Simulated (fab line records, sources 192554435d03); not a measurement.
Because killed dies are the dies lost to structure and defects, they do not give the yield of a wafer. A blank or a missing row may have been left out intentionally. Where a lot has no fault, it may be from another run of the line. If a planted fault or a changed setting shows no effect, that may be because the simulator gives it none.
Comparing a struck lot with a sound one || flow n5Finfet || 42 steps out of a route of 1938
Sound: these wafers, L490.3, L490.4, L490.5. Struck: wafers L501.2, L501.4, L501.5. The cause is given at the end.
Order at every step that has rows: each side's tool, ch and its chambers, its first start. Under that, the readings that differ: sound wafers || struck wafers || difference of the means || sigmas: that difference in standard deviations of wafers without a fault.
alike: readings whose means differ by less than 2 such deviations, and words and numbers that are the same on both sides. not compared: withheld readings, readings that some wafer has no value for, bounds like >300 that may hide the same value, and numbers for which the record gives no deviation and whose values overlap.
Wherever a step has rows on one side only, a row that says differs or no value, or a row with sigmas, the two part there. Numbers that have no deviation but don't overlap get no sigmas and don't part them. A reading missing from all wafers of one side parts the sides only when that side holds two or more wafers.

first, 12 steps without rows for these wafers: N5_SD_EPI_N_STRIP_36 (strips in N2/H2); N5_SD_EPI_N_ETCHBACK_44 (etches SiNx in CH3F/O2, stops on SiO2, target depth 14.5 nm); N5_SD_EPI_N_ETCH_45 (etches SiOCN in CH3F/O2, target depth 6 nm); N5_SD_EPI_N_ETCH_16 (etches SiO2 in CHF3/O2, target depth 5 nm); N5_SD_EPI_N_STRIP_47 (strips in CHF3/O2); N5_SD_EPI_N_SD_RECESS_17 (chemistry HBr/Cl2/O2, target depth 41 nm, time 23.7 s, bt time 3 s); N5_SD_EPI_N_STRIP_38 (strips in N2/H2); N5_SD_EPI_N_WET_ETCH_43 (etches SiO2 in dHF, time 14 s, target depth 1.5 nm); N5_SD_EPI_N_STRIP_18 (strips in SPM, time 750 s); N5_SD_EPI_N_SRD_20 (time 30 s); N5_SD_EPI_N_PRECLEAN_48 (cleans in NF3:NH3, afs cycles 2, time 20 s, sublimation time 60 s); N5_SD_EPI_N_VAPOR_ETCH_50 (etches Si in HCl, time 54 s).
N5_SD_EPI_N_EPI_21: deposits Si:P, time 690 s.
  sound on epiRpcvd-04 ch 0, day 4 00:49; struck on epiRpcvd-04 ch 0, day 6 18:16
{"reading": "epiGrowthTimeS (s)", "sound": "690 690 690", "struck": "783.41 783.41 783.41", "difference": "+93.41", "sigmas": ""}
{"reading": "model.Si-P_of_SD_EPI_N_EPI_21.thkNm (nm)", "sound": "58 58.2 56.8", "struck": "62.8 63.6 63.8", "difference": "+5.7", "sigmas": ""}
N5_SD_EPI_N_EPI_MEAS_23:
  sound on filmMetro-02, day 4 02:21; struck on filmMetro-01, day 6 19:42
{"reading": "thkNm (nm)", "sound": "57.7 59.4 55.8", "struck": "62.1 65.1 62.9", "difference": "+5.7", "sigmas": "+5"}
then, 24 steps without rows for these wafers: N5_SD_EPI_N_PRECLEAN_24 (cleans in O3/DIW, time 60 s); N5_SD_EPI_N_SRD_25 (time 30 s); N5_SD_EPI_N_PRECLEAN_49 (cleans in NF3:NH3, afs cycles 1, time 20 s, sublimation time 60 s); N5_SD_EPI_N_LINER_46 (material SiNx, target thk 3 nm); N5_SD_EPI_P_COAT_34 (time 60 s, resist thk 350 nm); N5_SD_EPI_P_COAT_35 (time 60 s, resist thk 35 nm); N5_SD_EPI_P_COAT_03 (resist thk 150 nm); N5_SD_EPI_P_EBR_05; N5_SD_EPI_P_SOFTBAKE_04 (time 60 s); N5_SD_EPI_P_EXPOSE_06 (exposes mask SD P BLK, target cd 240 nm); N5_SD_EPI_P_PEB_07 (peb time 60 s); N5_SD_EPI_P_DEVELOP_08 (develop time 30 s); N5_SD_EPI_P_DESCUM_14 (chemistry O2, time 7.9 s); N5_SD_EPI_P_ETCH_36 (etches SiARC in CF4, target depth 45.5 nm, time 75.8 s); N5_SD_EPI_P_ETCH_37 (etches SOC in N2/H2, overetch 108 nm, time 486 s); N5_SD_EPI_P_STRIP_38 (strips in N2/H2); N5_SD_EPI_P_ETCHBACK_46 (etches SiNx in CH3F/O2, stops on SiO2, target depth 17.5 nm); N5_SD_EPI_P_ETCH_47 (etches SiOCN in CH3F/O2, target depth 25 nm); N5_SD_EPI_P_ETCH_16 (etches SiO2 in CHF3/O2, target depth 5 nm); N5_SD_EPI_P_STRIP_50 (strips in CHF3/O2); N5_SD_EPI_P_SD_RECESS_17 (chemistry HBr/Cl2/O2, target depth 39.1 nm, bt time 3 s); N5_SD_EPI_P_WET_ETCH_45 (etches SiO2 in dHF, time 10.7 s, target depth 2 nm, rinse time 30 s); N5_SD_EPI_P_STRIP_40 (strips in N2/H2); N5_SD_EPI_P_PRECLEAN_52 (cleans in O3/DIW, time 60 s).
N5_SD_ACTIVATION_RS_MEAS_03: measurement is done with a four-point probe.
  sound on filmMetro-02, day 4 07:36; struck on filmMetro-01, day 7 01:00
{"reading": "RS_SD_N (ohm/sq)", "sound": "22.22 22.38 22.76", "struck": "20.37 20.11 20.32", "difference": -2.19, "sigmas": -8}
{"reading": "RS_SD_P (ohm/sq)", "sound": "57.2 56.3 56.1", "struck": "54.0 54.6 53.8", "difference": -2.4, "sigmas": -3}
N5_MOL_CONTACT_COAG_ETCH_15: etches SiNx in CH3F/O2, stops on Si:P, target depth 7 nm.
  sound on rieDiel-01 ch 0,2,3, day 5 13:25; struck on rieDiel-01 ch 0,3, day 8 06:05
{"reading": "model.Si-P_of_SD_EPI_N_EPI_21.thkNm (nm)", "sound": "57.2 57.4 56", "struck": "62 62.8 63", "difference": "+6", "sigmas": ""}
  alike: CH3F_flow_sccm, O2_flow_sccm, drypumpMotorCurrentA, oes_ar_750_au, oesProductAu, rfVppV, showerheadPlenumPTorr, throttleValvePct
  not compared: rfHoursCounterH
-- here the record skips 4 days between the struck wafers' starts before and after, leaving off in module MOL_CONTACT_COAG and picking up in module BEOL_M4 (first step shown: number 1111 of the route) --
N5_BEOL_M4_RC_MEAS_101:
  sound on prober-02 ch 0, day 9 01:25; struck on prober-02 ch 0, day 12 05:01
{"reading": "DIBL_N (mV/V)", "sound": "38.2 37.9 39.4", "struck": "33.1 33.6 34.7", "difference": -4.7, "sigmas": -2}
{"reading": "DIBL_P (mV/V)", "sound": "38.8 37.7 39.9", "struck": "33.3 34.0 34.8", "difference": -4.8, "sigmas": -2}
{"reading": "IOFF_N (nA/um)", "sound": "0.21 0.18 0.23", "struck": "0.11 0.11 0.13", "difference": -0.09, "sigmas": -3}
{"reading": "RS_SD_N (ohm/sq)", "sound": "29.3 29.2 29.8", "struck": "26.6 26.3 26.3", "difference": -3.0, "sigmas": -8}
{"reading": "SS_N (mV/dec)", "sound": "72.1 72.9 73.2", "struck": "71.8 70.6 71.6", "difference": -1.4, "sigmas": -2}
  alike: IOFF_P, ION_N, ION_P, SS_P, VT_N, VT_P
-- record jumps: 5 days separate the struck wafers' starts on either side; left off in module BEOL_M4, taken up again in module PASSIVATION, whose first shown step is the route's number 1936 --
N5_PASSIVATION_PROBE_49:
  rows exist in the record for the struck wafers here (prober-02, day 17 05:01), but not for the sound ones

== WHERE THEY PART ==
First at N5_SD_EPI_N_EPI_MEAS_23; last, within this record, at N5_PASSIVATION_PROBE_49.

WHY: whatever the simulator had introduced
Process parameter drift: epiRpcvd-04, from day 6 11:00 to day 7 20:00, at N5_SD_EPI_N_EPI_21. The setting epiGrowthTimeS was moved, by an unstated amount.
